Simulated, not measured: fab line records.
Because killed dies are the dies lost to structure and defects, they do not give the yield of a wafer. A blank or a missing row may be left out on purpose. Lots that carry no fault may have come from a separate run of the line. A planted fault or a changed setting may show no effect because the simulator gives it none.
fab line records	flow n5_finfet
record lots=24	wafers=72	last_day=17
route steps=1938 shown FIN_SAQP@100 DUMMY_GATE@235 SD_ACTIVATION@331 SDB@364 HKMG_FIN@386
lots that met no fault: from a run of the same line without faults
start_h: start of the lot's first displayed wafer, in hours after the record's first day	wait_h: how many hours have passed since the lot's step before this one	" as in the row above	L1.1+2: a row that stands for several wafers	- no value, or no start was given	* or withheld: withheld	< > ~ a bound
route shown NAME@n: NAME is a module with steps in the file, n the number in the route of the first one	usual: the fault-free wafers' mean and standard deviation	same: alike in all rows	chamber/n: place in a boat	sites: the reading at each site	_std_site: standard deviation of those values	_edge_site: the outer-site mean with the inner-site mean subtracted	radius_mm: for every site, how far away it sits from the centre of the wafer	mask NAME#n: copy n	behind: the most recent tool/chamber to have shaped the wafer	hold: why the lot went on hold/how many hours it stayed there/how the hold came to an end	device: the n, p or np transistor that did not switch	end of line: the tests these same wafers got at the end of their route	where a step has no rows: the recipe by itself	killed: dies lost to structure and defects at the first sort, not the wafer's yield	map: per-die view of a wafer (x killed, . not killed, _ where there is no die)
set.NAME: setting as actually run; set.NAME@STEP: the setting as run at that earlier step	model.NAME: the simulator's own value behind a step, which no gauge read
a sample of lots followed through the steps of the route, with each step as a table and each wafer as a row
services: when a tool's chamber went out of use (start_h, in hours from the record's first day, below 0 if earlier), for how many hours, and the reason
## steps
# step N5_FIN_SAQP_PECVD_06
# recipe material=a-Si	target_thk_a=600	temp_c=400	precursor=SiH4/He	pressure_torr=3	rf_w=100	time_s=48.1
# usual heater_power_w=841/90	rf_fwd_power_W=99.4/0.35	showerhead_plenum_p_Torr=5.69/0.05	throttle_valve_pct=18.4/1
lot.wafer	tool	chamber	start_h	wait_h	heater_power_w	rf_fwd_power_W	showerhead_plenum_p_Torr	throttle_valve_pct
L074.1	pecvd-01	0	22.99	0.0	970	99.1	5.64	18.1
L074.2	"	1	"	"	916	98.7	5.66	20.8
L074.4	"	1	"	"	946	98.7	5.64	20.6
L075.1	pecvd-03	1	29.17	0.0	850	99.3	5.79	17.1
L075.3	"	0	"	"	756	100.1	5.64	18.2
L075.4	"	1	"	"	838	99.3	5.78	16.9
L076.2	pecvd-01	1	32.73	0.0	980	98.8	5.66	20.7
L076.3	"	0	"	"	860	99.7	5.65	17.9
L076.5	"	1	"	"	983	98.6	5.66	20.5
L077.2	pecvd-04	1	39.42	0.0	1014	98.6	5.72	19.4
L077.5	"	1	"	"	995	98.7	5.72	19.5
L077.6	"	0	"	"	641	99.9	5.70	19.4
L078.1	pecvd-01	1	45.13	0.0	874	99.3	5.66	20.6
L078.5	"	0	"	"	881	99.3	5.65	18.0
L078.6	"	1	"	"	899	99.5	5.66	20.4
L079.1	pecvd-01	2	51.30	0.0	784	99.7	5.65	17.1
L079.3	"	1	"	"	1037	99.4	5.66	20.8
L079.4	"	2	"	"	769	99.1	5.66	17.4
L080.3	pecvd-04	2	58.84	0.0	765	99.6	5.68	18.6
L080.4	"	1	"	"	958	99.3	5.72	19.8
L080.5	"	0	"	"	679	99.4	5.69	19.5
L081.1	pecvd-03	0	64.56	0.0	800	99.8	5.63	18.4
L081.5	"	1	"	"	870	99.4	5.78	17.1
L081.6	"	0	"	"	787	99.9	5.63	18.3
L082.3	pecvd-03	0	69.17	0.0	857	100.0	5.64	18.1
L082.4	"	0	"	"	875	100.0	5.62	18.4
L082.6	"	2	"	"	914	99.5	5.69	17.7
L083.2	pecvd-03	0	75.72	0.0	855	99.3	5.64	18.3
L083.4	"	2	"	"	871	99.6	5.69	17.6
L083.5	"	1	"	"	796	99.1	5.78	17.3
L084.2	pecvd-03	2	81.45	0.0	842	99.3	5.67	18.0
L084.5	"	1	"	"	917	99.0	5.79	17.1
L084.6	"	2	"	"	848	100.0	5.69	17.6
L085.2	pecvd-04	2	87.21	0.0	801	99.5	5.69	18.7
L085.3	"	0	"	"	639	99.5	5.68	19.7
L085.4	"	1	"	"	921	99.0	5.71	19.7
L086.1	pecvd-01	1	93.55	0.0	906	99.6	5.63	20.6
L086.3	"	2	"	"	838	98.9	5.65	17.3
L086.4	"	0	"	"	934	99.4	5.61	18.0
L087.4	pecvd-03	1	100.54	0.0	926	99.0	5.77	17.2
L087.5	"	0	"	"	828	100.0	5.63	18.3
L087.6	"	2	"	"	796	99.7	5.70	17.7
L088.3	pecvd-03	0	107.98	0.0	892	99.2	5.64	18.2
L088.5	"	2	"	"	876	99.3	5.69	17.8
L088.6	"	1	"	"	874	99.2	5.79	16.9
L089.1	pecvd-04	0	111.58	0.0	682	99.5	5.71	19.7
L089.3	"	2	"	"	790	99.0	5.70	18.2
L089.4	"	1	"	"	917	99.4	5.73	19.5
L090.1	pecvd-04	2	118.16	0.0	715	98.9	5.70	18.5
L090.4	"	1	"	"	990	99.3	5.73	19.5
L090.6	"	2	"	"	717	98.8	5.69	18.7
L091.2	pecvd-03	1	123.20	0.0	904	99.2	5.78	17.1
L091.3	"	2	"	"	848	99.6	5.69	17.9
L091.5	"	2	"	"	841	99.6	5.69	17.7
L092.4	pecvd-03	0	129.53	0.0	850	99.6	5.63	18.5
L092.5	"	1	"	"	923	99.1	5.77	17.4
L092.6	"	2	"	"	829	99.3	5.70	17.9
L093.3	pecvd-01	2	136.57	0.0	840	98.8	5.66	17.4
L093.4	"	0	"	"	899	99.4	5.63	18.2
L093.5	"	2	"	"	817	98.6	5.65	17.5
L094.1	pecvd-04	2	142.11	0.0	704	99.9	5.68	18.7
L094.4	"	2	"	"	720	99.3	5.69	18.8
L094.6	"	0	"	"	650	99.5	5.67	19.8
L095.1	pecvd-01	2	147.68	0.0	743	99.3	5.65	17.2
L095.3	"	0	"	"	826	99.4	5.65	18.1
L095.4	"	2	"	"	744	98.8	5.66	17.3
L096.1	pecvd-03	1	153.15	0.0	845	99.4	5.79	17.4
L096.3	"	0	"	"	882	99.8	5.63	18.3
L096.5	"	2	"	"	848	99.3	5.71	17.6
L097.3	pecvd-04	1	159.35	0.0	967	99.4	5.70	19.7
L097.4	"	1	"	"	961	99.6	5.71	19.7
L097.6	"	0	"	"	632	99.4	5.69	19.6
# step N5_FIN_SAQP_OVL_MEAS_17
# recipe points_per_wafer=44
# usual FIN_CORE_OVL=-0.2/0.95
lot.wafer	tool	chamber	start_h	wait_h	FIN_CORE_OVL[nm]
L074.1	overlay-02	0	23.50	0.0	0.3
L074.2	"	0	"	"	1.6
L074.4	"	0	"	"	0.1
L075.1	overlay-01	0	29.81	0.0	-1.3
L075.3	"	0	"	"	-1.5
L075.4	"	0	"	"	-0.2
L076.2	overlay-02	0	33.24	0.0	-0.9
L076.3	"	0	"	"	-0.8
L076.5	"	0	"	"	-0.5
L077.2	overlay-01	0	40.06	0.0	-0.5
L077.5	"	0	"	"	-0.6
L077.6	"	0	"	"	-1.5
L078.1	overlay-01	0	45.62	0.0	0.2
L078.5	"	0	"	"	-0.1
L078.6	"	0	"	"	0.5
L079.1	overlay-02	0	51.79	0.0	0.5
L079.3	"	0	"	"	0.0
L079.4	"	0	"	"	0.1
L080.3	overlay-02	0	59.46	0.0	-0.2
L080.4	"	0	"	"	-0.3
L080.5	"	0	"	"	0.0
L081.1	overlay-01	0	65.20	0.0	-0.5
L081.5	"	0	"	"	-0.7
L081.6	"	0	"	"	-0.2
L082.3	overlay-02	0	69.65	0.0	1.7
L082.4	"	0	"	"	1.2
L082.6	"	0	"	"	1.7
L083.2	overlay-02	0	76.34	0.0	0.0
L083.4	"	0	"	"	-1.2
L083.5	"	0	"	"	-1.2
L084.2	overlay-01	0	82.07	0.0	-0.8
L084.5	"	0	"	"	0.4
L084.6	"	0	"	"	0.3
L085.2	overlay-02	0	87.83	0.0	-0.4
L085.3	"	0	"	"	2.2
L085.4	"	0	"	"	1.6
L086.1	overlay-02	0	94.16	0.0	-0.8
L086.3	"	0	"	"	-1.1
L086.4	"	0	"	"	-0.3
L087.4	overlay-02	0	101.00	0.0	-0.5
L087.5	"	0	"	"	-1.1
L087.6	"	0	"	"	0.2
L088.3	overlay-01	0	108.47	0.0	-2.1
L088.5	"	0	"	"	-2.4
L088.6	"	0	"	"	-1.1
L089.1	overlay-01	0	112.20	0.0	0.6
L089.3	"	0	"	"	1.3
L089.4	"	0	"	"	2.0
L090.1	overlay-01	0	118.78	0.0	-0.2
L090.4	"	0	"	"	1.4
L090.6	"	0	"	"	0.3
L091.2	overlay-02	0	123.81	0.0	-1.2
L091.3	"	0	"	"	-0.5
L091.5	"	0	"	"	0.9
L092.4	overlay-01	0	130.12	0.0	-0.4
L092.5	"	0	"	"	-0.1
L092.6	"	0	"	"	0.4
L093.3	overlay-01	0	137.20	0.0	-1.8
L093.4	"	0	"	"	-1.0
L093.5	"	0	"	"	-0.2
L094.1	overlay-01	0	142.72	0.0	-0.3
L094.4	"	0	"	"	1.5
L094.6	"	0	"	"	0.3
L095.1	overlay-01	0	148.32	0.0	1.4
L095.3	"	0	"	"	-0.4
L095.4	"	0	"	"	0.1
L096.1	overlay-01	0	153.76	0.0	0.0
L096.3	"	0	"	"	-0.3
L096.5	"	0	"	"	0.3
L097.3	overlay-02	0	159.84	0.0	0.0
L097.4	"	0	"	"	-0.3
L097.6	"	0	"	"	0.2
# step N5_DUMMY_GATE_ETCH_29
# recipe chemistry=N2/H2	target=underlayer	target_depth_a=130	ion_energy_ev=200	pressure_mtorr=30	source_w=840	bias_w=150	n2_flow_sccm=200	h2_flow_sccm=200
# usual drypump_motor_current_A=5.5/0.49	oes_product_au=0.78/0.072	rf_fwd_power_W=830/3.7	rf_vpp_V=525/3.1	showerhead_plenum_p_Torr=2.57/0.11	throttle_valve_pct=17.95/0.22
lot.wafer	tool	chamber	start_h	wait_h	drypump_motor_current_A	oes_product_au	rf_fwd_power_W	rf_hours_counter_h	rf_vpp_V	showerhead_plenum_p_Torr	throttle_valve_pct
L074.1	rie_diel-02	0	48.66	0.0	5.3	0.78	829	127	525	2.57	18.22
L074.2	"	2	"	"	6.1	0.83	831	72	519	2.36	18.05
L074.4	"	3	"	"	5.6	0.93	829	11	528	2.69	17.60
L075.1	rie_diel-02	0	55.82	0.0	5.3	0.77	833	130	524	2.57	18.22
L075.3	"	3	"	"	5.6	0.93	832	15	529	2.69	17.62
L075.4	"	1	"	"	4.9	0.73	830	166	523	2.42	17.48
L076.2	rie_diel-02	1	62.06	0.0	4.9	0.73	829	168	520	2.42	17.47
L076.3	"	0	"	"	5.3	0.76	832	133	525	2.57	18.21
L076.5	"	1	"	"	4.9	0.74	830	-	521	2.42	17.48
L077.2	rie_diel-03	0	66.42	0.0	5.3	0.77	825	144	523	2.53	18.01
L077.5	"	2	"	"	6.5	0.78	819	-	526	2.67	17.71
L077.6	"	1	"	"	5.2	0.76	829	-	524	2.55	18.08
L078.1	rie_diel-03	2	70.55	0.0	6.4	0.77	822	125	528	2.67	17.73
L078.5	"	3	"	"	5.9	0.81	831	-	526	2.69	17.92
L078.6	"	2	"	"	6.4	0.77	830	-	527	2.67	17.73
L079.1	rie_diel-03	3	76.25	0.0	5.8	0.81	831	76	528	2.69	17.92
L079.3	"	2	"	"	6.4	0.78	822	126	528	2.67	17.72
L079.4	"	1	"	"	5.2	0.76	829	123	524	2.55	18.10
L080.3	rie_diel-01	1	83.44	0.0	5.8	0.92	833	11	529	2.73	18.10
L080.4	"	2	"	"	4.8	0.67	829	248	520	2.40	18.20
L080.5	"	2	"	"	4.8	0.68	827	-	520	2.40	18.19
L081.1	rie_diel-01	2	89.05	0.0	4.8	0.68	831	249	520	2.40	18.20
L081.5	"	3	"	"	5.2	0.80	836	-	526	2.55	18.04
L081.6	"	0	"	"	6.2	0.73	830	-	526	2.66	18.05
L082.3	rie_diel-01	0	93.40	0.0	6.2	0.72	829	158	529	2.66	18.04
L082.4	"	2	"	"	4.8	0.67	829	249	520	2.40	18.21
L082.6	"	1	"	"	5.8	0.91	832	-	528	2.72	18.09
L083.2	rie_diel-02	0	101.49	0.0	5.3	0.75	832	144	526	2.56	18.25
L083.4	"	0	"	"	5.3	0.75	832	-	524	2.56	18.22
L083.5	"	1	"	"	4.9	0.72	831	-	521	2.42	17.50
L084.2	rie_diel-02	1	109.39	0.0	4.9	0.72	827	182	520	2.42	17.51
L084.5	"	3	"	"	5.6	0.90	831	-	529	2.68	17.64
L084.6	"	0	"	"	5.3	0.75	828	-	524	2.56	18.24
L085.2	rie_diel-02	0	114.23	0.0	5.3	0.75	835	151	524	2.56	18.26
L085.3	"	3	"	"	5.6	0.89	830	35	529	2.68	17.65
L085.4	"	1	"	"	4.9	0.71	828	184	520	2.42	17.50
L086.1	rie_diel-03	2	124.74	0.0	6.5	0.75	821	142	526	2.66	17.74
L086.3	"	3	"	"	5.8	0.78	835	91	528	2.68	17.95
L086.4	"	0	"	"	5.3	0.75	827	161	523	2.53	18.03
L087.4	rie_diel-03	1	126.04	0.0	5.2	0.74	827	138	524	2.54	18.12
L087.5	"	1	"	"	5.2	0.74	828	-	523	2.54	18.11
L087.6	"	0	"	"	5.3	0.74	827	-	524	2.53	18.02
L088.3	rie_diel-01	3	132.76	0.0	5.2	0.78	835	143	523	2.54	18.09
L088.5	"	0	"	"	6.2	0.72	831	-	527	2.65	18.05
L088.6	"	1	"	"	5.8	0.89	832	-	529	2.72	18.14
L089.1	rie_diel-03	0	136.04	0.0	5.3	0.75	825	165	525	2.53	18.03
L089.3	"	2	"	"	6.5	0.75	823	146	527	2.66	17.76
L089.4	"	1	"	"	5.2	0.74	829	142	525	2.54	18.13
L090.1	rie_diel-03	3	143.34	0.0	5.8	0.78	834	98	526	2.68	17.96
L090.4	"	2	"	"	6.5	0.75	826	148	527	2.66	17.78
L090.6	"	0	"	"	5.3	0.75	827	-	523	2.52	18.02
L091.2	rie_diel-01	2	147.13	0.0	4.8	0.96	832	8	529	2.71	17.76
L091.3	"	3	"	"	5.2	0.78	834	147	524	2.54	18.08
L091.5	"	3	"	"	5.2	0.78	828	-	524	2.54	18.08
L092.4	rie_diel-02	1	155.13	0.0	4.9	0.71	834	197	520	2.41	17.53
L092.5	"	2	"	"	6.1	0.79	837	-	518	2.34	18.10
L092.6	"	3	"	"	5.6	0.89	828	-	528	2.68	17.68
L093.3	rie_diel-03	0	160.91	0.0	5.3	0.74	821	173	524	2.52	18.04
L093.4	"	0	"	"	5.3	0.74	827	-	522	2.52	18.03
L093.5	"	1	"	"	5.2	0.73	825	-	524	2.53	18.12
L094.1	rie_diel-01	1	166.77	0.0	5.8	0.86	836	40	528	2.71	18.15
L094.4	"	0	"	"	6.2	0.70	828	184	528	2.65	18.08
L094.6	"	1	"	"	5.8	0.86	835	-	528	2.71	18.16
L095.1	rie_diel-02	2	172.18	0.0	6.1	0.78	833	109	520	2.34	18.10
L095.3	"	0	"	"	5.3	0.73	832	166	525	2.55	18.28
L095.4	"	3	"	"	5.6	0.86	828	51	527	2.68	17.66
L096.1	rie_diel-03	0	179.86	0.0	5.3	0.74	829	179	523	2.52	18.06
L096.3	"	1	"	"	5.2	0.73	828	153	522	2.53	18.15
L096.5	"	0	"	"	5.3	0.74	826	-	523	2.52	18.06
L097.3	rie_diel-01	3	184.95	0.0	5.2	0.77	831	157	524	2.54	18.11
L097.4	"	0	"	"	6.1	0.71	830	-	525	2.64	18.10
L097.6	"	2	"	"	4.8	0.94	832	-	530	2.71	17.78
# step N5_SD_ACTIVATION_LSA_01
# recipe temp_c=1080	time_s=0.0008	ambient=N2
# usual wafer_temp_C_max=1086.2/2.1
lot.wafer	tool	chamber	start_h	wait_h	wafer_temp_C_max
L074.1	laser_anneal-01	0	60.04	0.2	1083.0
L074.2	"	0	"	"	1084.8
L074.4	"	0	"	"	1083.4
L075.1	laser_anneal-02	0	67.12	0.2	1085.8
L075.3	"	0	"	"	1088.6
L075.4	"	0	"	"	1089.9
L076.2	laser_anneal-01	0	73.29	0.2	1083.4
L076.3	"	0	"	"	1084.0
L076.5	"	0	"	"	1087.1
L077.2	laser_anneal-02	0	78.64	0.3	1088.2
L077.5	"	0	"	"	1087.4
L077.6	"	0	"	"	1087.2
L078.1	laser_anneal-01	0	83.02	0.2	1084.3
L078.5	"	0	"	"	1086.3
L078.6	"	0	"	"	1085.4
L079.1	laser_anneal-02	0	88.80	0.2	1090.4
L079.3	"	0	"	"	1088.5
L079.4	"	0	"	"	1086.2
L080.3	laser_anneal-01	0	98.35	0.2	1083.4
L080.4	"	0	"	"	1086.3
L080.5	"	0	"	"	1083.4
L081.1	laser_anneal-02	0	100.45	0.2	1087.4
L081.5	"	0	"	"	1088.3
L081.6	"	0	"	"	1088.1
L082.3	laser_anneal-01	0	106.88	0.2	1084.7
L082.4	"	0	"	"	1084.3
L082.6	"	0	"	"	1084.3
L083.2	laser_anneal-02	0	113.34	0.2	1088.4
L083.4	"	0	"	"	1088.4
L083.5	"	0	"	"	1087.7
L084.2	laser_anneal-01	0	120.57	0.2	1085.0
L084.5	"	0	"	"	1084.7
L084.6	"	0	"	"	1084.7
L085.2	laser_anneal-02	0	125.61	0.2	1086.9
L085.3	"	0	"	"	1087.6
L085.4	"	0	"	"	1088.3
L086.1	laser_anneal-01	0	136.67	0.2	1084.0
L086.3	"	0	"	"	1084.6
L086.4	"	0	"	"	1085.8
L087.4	laser_anneal-02	0	137.53	0.2	1090.5
L087.5	"	0	"	"	1086.8
L087.6	"	0	"	"	1086.9
L088.3	laser_anneal-01	0	144.97	0.2	1084.8
L088.5	"	0	"	"	1084.6
L088.6	"	0	"	"	1086.7
L089.1	laser_anneal-02	0	150.57	0.2	1089.8
L089.3	"	0	"	"	1086.7
L089.4	"	0	"	"	1086.1
L090.1	laser_anneal-01	0	155.10	0.2	1084.9
L090.4	"	0	"	"	1085.0
L090.6	"	0	"	"	1084.4
L091.2	laser_anneal-02	0	160.40	0.2	1089.0
L091.3	"	0	"	"	1088.0
L091.5	"	0	"	"	1086.7
L092.4	laser_anneal-01	0	166.69	0.2	1084.8
L092.5	"	0	"	"	1084.2
L092.6	"	0	"	"	1084.1
L093.3	laser_anneal-02	0	171.94	0.2	1090.7
L093.4	"	0	"	"	1090.3
L093.5	"	0	"	"	1089.7
L094.1	laser_anneal-01	0	177.88	0.2	1085.9
L094.4	"	0	"	"	1084.0
L094.6	"	0	"	"	1084.3
L095.1	laser_anneal-02	0	183.42	0.2	1086.8
L095.3	"	0	"	"	1088.1
L095.4	"	0	"	"	1089.0
L096.1	laser_anneal-01	0	193.43	0.2	1084.1
L096.3	"	0	"	"	1084.3
L096.5	"	0	"	"	1084.3
L097.3	laser_anneal-02	0	195.47	0.2	1086.7
L097.4	"	0	"	"	1087.2
L097.6	"	0	"	"	1090.7
# step N5_SDB_HM_OPEN_20
# recipe chemistry=CH3F/O2	target=SiNx	mask_material=SOC	target_depth_a=240	stop_on=poly-Si	over_etch_frac=0.4	ion_energy_ev=120	pressure_mtorr=30	source_w=395	bias_w=73	Ar_flow_sccm=150	CH3F_flow_sccm=30	O2_flow_sccm=20
# usual drypump_motor_current_A=5.7/0.51	oes_product_au=0.64/0.062	rf_fwd_power_W=392.0/1.5	rf_vpp_V=298/6.3	showerhead_plenum_p_Torr=1.97/0.07	throttle_valve_pct=16.42/0.19
lot.wafer	tool	chamber	start_h	wait_h	drypump_motor_current_A	oes_product_au	rf_fwd_power_W	rf_hours_counter_h	rf_vpp_V	showerhead_plenum_p_Torr	throttle_valve_pct
L074.1	rie_diel-04	2	67.75	0.0	4.9	0.60	393.5	169	304	2.09	16.43
L074.2	"	0	"	"	6.0	0.64	392.7	105	294	2.10	16.41
L074.4	"	1	"	"	5.8	0.81	394.0	2	288	2.06	16.46
L075.1	rie_diel-05	2	74.99	0.0	6.5	0.68	391.8	89	308	2.00	16.12
L075.3	"	1	"	"	6.1	0.61	391.4	158	288	1.89	16.50
L075.4	"	1	"	"	6.1	0.62	390.6	-	289	1.89	16.50
L076.2	rie_diel-06	2	81.21	0.0	5.6	0.57	392.0	247	298	2.03	16.39
L076.3	"	3	"	"	5.1	0.58	392.8	237	300	1.97	16.56
L076.5	"	0	"	"	6.4	0.58	393.9	-	296	1.99	16.48
L077.2	rie_diel-05	3	86.36	0.0	5.4	0.64	394.0	132	302	2.01	16.34
L077.5	"	3	"	"	5.4	0.64	391.4	-	303	2.01	16.34
L077.6	"	0	"	"	5.7	0.63	389.7	-	301	1.99	16.55
L078.1	rie_diel-05	0	91.02	0.0	5.7	0.63	392.0	148	301	1.99	16.58
L078.5	"	1	"	"	6.1	0.61	390.2	-	287	1.89	16.54
L078.6	"	2	"	"	6.5	0.67	387.5	-	309	2.00	16.14
L079.1	rie_diel-06	0	97.84	0.0	6.4	0.56	393.7	219	297	1.99	16.49
L079.3	"	1	"	"	5.6	0.62	392.0	155	293	1.84	16.53
L079.4	"	1	"	"	5.6	0.62	392.1	-	293	1.84	16.54
L080.3	rie_diel-05	3	106.04	0.0	5.4	0.65	392.0	140	303	2.01	16.36
L080.4	"	2	"	"	6.5	0.68	391.7	101	309	2.00	16.15
L080.5	"	2	"	"	6.5	0.68	389.7	-	309	2.00	16.15
L081.1	rie_diel-06	3	108.51	0.0	5.1	0.56	394.7	249	301	1.97	16.57
L081.5	"	0	"	"	6.4	0.58	393.8	-	296	1.98	16.51
L081.6	"	3	"	"	5.1	0.56	392.0	-	299	1.97	16.56
L082.3	rie_diel-05	1	114.93	0.0	6.1	0.61	390.0	174	289	1.89	16.52
L082.4	"	2	"	"	6.5	0.69	390.4	104	308	2.00	16.18
L082.6	"	2	"	"	6.5	0.69	389.3	-	309	2.00	16.16
L083.2	rie_diel-04	1	122.25	0.0	5.8	0.74	391.3	21	286	2.05	16.49
L083.4	"	0	"	"	6.0	0.63	393.8	123	294	2.10	16.45
L083.5	"	0	"	"	6.0	0.64	393.6	-	296	2.10	16.46
L084.2	rie_diel-04	3	128.10	0.0	4.9	0.59	392.4	139	300	1.93	16.56
L084.5	"	3	"	"	4.9	0.61	393.2	-	300	1.93	16.58
L084.6	"	0	"	"	6.0	0.64	390.8	-	294	2.10	16.47
L085.2	rie_diel-06	2	134.11	0.0	5.6	0.75	393.3	12	301	2.03	15.97
L085.3	"	3	"	"	5.1	0.80	395.6	1	300	1.97	16.11
L085.4	"	2	"	"	5.6	0.77	392.9	-	298	2.03	15.97
L086.1	rie_diel-06	1	144.49	0.0	5.6	0.60	392.7	176	292	1.84	16.58
L086.3	"	2	"	"	5.6	0.76	390.4	16	299	2.03	15.98
L086.4	"	1	"	"	5.6	0.60	393.3	-	293	1.84	16.57
L087.4	rie_diel-05	1	145.35	0.0	6.1	0.60	390.8	186	287	1.88	16.56
L087.5	"	2	"	"	6.5	0.66	390.2	-	308	2.00	16.17
L087.6	"	1	"	"	6.1	0.61	390.4	-	288	1.88	16.54
L088.3	rie_diel-05	2	152.51	0.0	6.5	0.66	391.5	119	307	1.99	16.17
L088.5	"	3	"	"	5.4	0.63	395.2	-	302	2.00	16.39
L088.6	"	0	"	"	5.7	0.62	391.1	-	300	1.98	16.61
L089.1	rie_diel-06	1	158.64	0.0	5.6	0.60	390.9	179	292	1.84	16.57
L089.3	"	2	"	"	5.6	0.75	392.4	19	300	2.03	16.01
L089.4	"	0	"	"	6.4	0.57	392.7	238	295	1.98	16.52
L090.1	rie_diel-04	3	163.68	0.0	4.9	0.60	391.5	153	300	1.92	16.60
L090.4	"	1	"	"	5.8	0.73	390.7	36	286	2.05	16.51
L090.6	"	3	"	"	4.8	0.61	390.9	-	298	1.92	16.60
L091.2	rie_diel-06	0	168.96	0.0	6.5	0.55	393.1	240	296	1.98	16.51
L091.3	"	1	"	"	5.6	0.60	393.9	181	291	1.83	16.56
L091.5	"	2	"	"	5.6	0.74	394.1	-	298	2.03	15.99
L092.4	rie_diel-04	3	174.27	0.0	4.9	0.60	390.5	-	299	1.92	16.61
L092.5	"	2	"	"	4.8	0.59	392.4	-	304	2.07	16.51
L092.6	"	1	"	"	5.8	0.73	389.8	-	287	2.04	16.52
L093.3	rie_diel-06	1	179.81	0.0	5.6	0.59	391.7	184	291	1.83	16.57
L093.4	"	0	"	"	6.4	0.57	395.2	242	296	1.98	16.54
L093.5	"	3	"	"	5.1	0.76	394.2	-	298	1.96	16.12
L094.1	rie_diel-06	0	186.45	0.0	6.4	0.55	390.3	245	296	1.98	16.53
L094.4	"	2	"	"	5.6	0.73	391.9	27	298	2.02	15.99
L094.6	"	2	"	"	5.6	0.74	392.4	-	299	2.02	16.01
L095.1	rie_diel-05	0	191.22	0.0	5.7	0.60	390.8	186	301	1.98	16.63
L095.3	"	2	"	"	6.5	0.63	388.6	132	309	1.99	16.20
L095.4	"	3	"	"	5.4	0.61	393.7	170	302	2.00	16.42
L096.1	rie_diel-05	3	201.21	0.0	5.4	0.61	393.7	174	303	2.00	16.43
L096.3	"	2	"	"	6.5	0.62	389.0	136	308	1.99	16.22
L096.5	"	3	"	"	5.4	0.62	393.2	-	303	2.00	16.42
L097.3	rie_diel-05	2	203.75	0.0	6.5	0.63	392.1	137	308	1.99	16.22
L097.4	"	0	"	"	5.8	0.60	392.0	192	301	1.97	16.64
L097.6	"	0	"	"	5.8	0.60	390.1	-	299	1.97	16.66
# step N5_HKMG_FIN_HK_ALD_01
# recipe material=HfO2	target_thk_a=16	temp_c=withheld	ald_precursor_family=HfCl4	ald_co_reactant=H2O	pulse_time_s=3	purge_time_s=3	co_reactant_purge_time_s=2.5	co_reactant_pulse_time_s=0.3	ald_cycles=30
# usual precursor_pulse_height_rel=0.999/0.019
# same pulse_time_s=3
lot.wafer	tool	chamber	start_h	wait_h	precursor_pulse_height_rel
L074.1	ald_hk-03	0	72.33	0.0	0.991
L074.2	"	3	"	"	0.998
L074.4	"	1	"	"	1.001
L075.1	ald_hk-02	3	79.28	0.0	1.035
L075.3	"	2	"	"	1.003
L075.4	"	0	"	"	0.991
L076.2	ald_hk-01	2	85.51	0.0	0.972
L076.3	"	1	"	"	1.020
L076.5	"	1	"	"	1.000
L077.2	ald_hk-01	1	91.00	0.0	1.004
L077.5	"	0	"	"	0.984
L077.6	"	1	"	"	1.022
L078.1	ald_hk-02	1	95.24	0.0	1.011
L078.5	"	2	"	"	0.998
L078.6	"	3	"	"	0.995
L079.1	ald_hk-01	1	103.52	0.1	0.982
L079.3	"	3	"	"	0.966
L079.4	"	2	"	"	1.012
L080.3	ald_hk-03	0	111.02	0.0	1.010
L080.4	"	1	"	"	1.012
L080.5	"	3	"	"	0.978
L081.1	ald_hk-03	2	112.72	0.0	1.035
L081.5	"	0	"	"	1.018
L081.6	"	1	"	"	1.034
L082.3	ald_hk-02	2	119.28	0.0	0.993
L082.4	"	0	"	"	0.983
L082.6	"	1	"	"	1.013
L083.2	ald_hk-02	1	126.93	0.0	0.996
L083.4	"	2	"	"	1.015
L083.5	"	2	"	"	1.009
L084.2	ald_hk-02	3	133.07	0.0	1.012
L084.5	"	2	"	"	0.972
L084.6	"	1	"	"	1.018
L085.2	ald_hk-02	3	138.32	0.0	0.997
L085.3	"	2	"	"	0.963
L085.4	"	1	"	"	0.971
L086.1	ald_hk-01	2	148.69	0.0	0.967
L086.3	"	3	"	"	0.979
L086.4	"	1	"	"	1.007
L087.4	ald_hk-03	1	149.71	0.0	1.013
L087.5	"	2	"	"	0.984
L087.6	"	1	"	"	1.003
L088.3	ald_hk-01	0	156.73	0.0	1.004
L088.5	"	2	"	"	0.993
L088.6	"	3	"	"	0.993
L089.1	ald_hk-03	3	162.86	0.0	1.010
L089.3	"	0	"	"	0.993
L089.4	"	2	"	"	1.007
L090.1	ald_hk-03	0	167.95	0.0	1.021
L090.4	"	2	"	"	1.030
L090.6	"	3	"	"	1.008
L091.2	ald_hk-03	2	173.19	0.0	0.993
L091.3	"	3	"	"	0.979
L091.5	"	1	"	"	1.032
L092.4	ald_hk-02	0	178.98	0.0	0.995
L092.5	"	1	"	"	1.002
L092.6	"	0	"	"	0.987
L093.3	ald_hk-02	3	184.32	0.0	1.000
L093.4	"	2	"	"	0.995
L093.5	"	2	"	"	0.994
L094.1	ald_hk-03	1	191.06	0.0	1.021
L094.4	"	3	"	"	1.006
L094.6	"	3	"	"	0.984
L095.1	ald_hk-03	3	195.99	0.0	0.960
L095.3	"	2	"	"	1.015
L095.4	"	1	"	"	0.981
L096.1	ald_hk-01	1	206.16	0.0	1.019
L096.3	"	2	"	"	0.970
L096.5	"	1	"	"	0.992
L097.3	ald_hk-02	2	207.97	0.0	1.003
L097.4	"	3	"	"	0.953
L097.6	"	1	"	"	0.974
## services
tool	chamber	start_h	hours	kind
rie_diel-06	0	-0.57	6.0	repair
rie_diel-01	2	8.31	5.4	repair
rie_diel-01	0	11.28	6.2	repair
rie_diel-05	-	12.04	2.8	pm
laser_anneal-01	-	13.63	17.0	pm
pecvd-03	2	54.06	10.9	repair
rie_diel-03	-	55.82	1.1	repair
laser_anneal-02	-	56.82	1.4	pm
rie_diel-03	1	58.99	5.7	repair
rie_diel-02	1	66.08	13.3	repair
rie_diel-05	3	71.28	7.9	repair
rie_diel-06	0	82.55	4.1	repair
ald_hk-02	-	84.49	1.9	repair
pecvd-03	-	85.89	2.8	pm
rie_diel-05	1	93.73	1.5	repair
rie_diel-02	2	100.33	12.5	repair
laser_anneal-01	-	108.38	1.7	pm
rie_diel-05	-	130.49	0.3	repair
rie_diel-03	-	138.91	0.2	repair
rie_diel-03	2	153.41	8.3	repair
ald_hk-03	-	157.08	2.8	pm
laser_anneal-02	-	162.27	1.6	repair
rie_diel-03	1	168.76	2.7	repair
laser_anneal-02	-	201.00	5.2	pm
## key
fault none
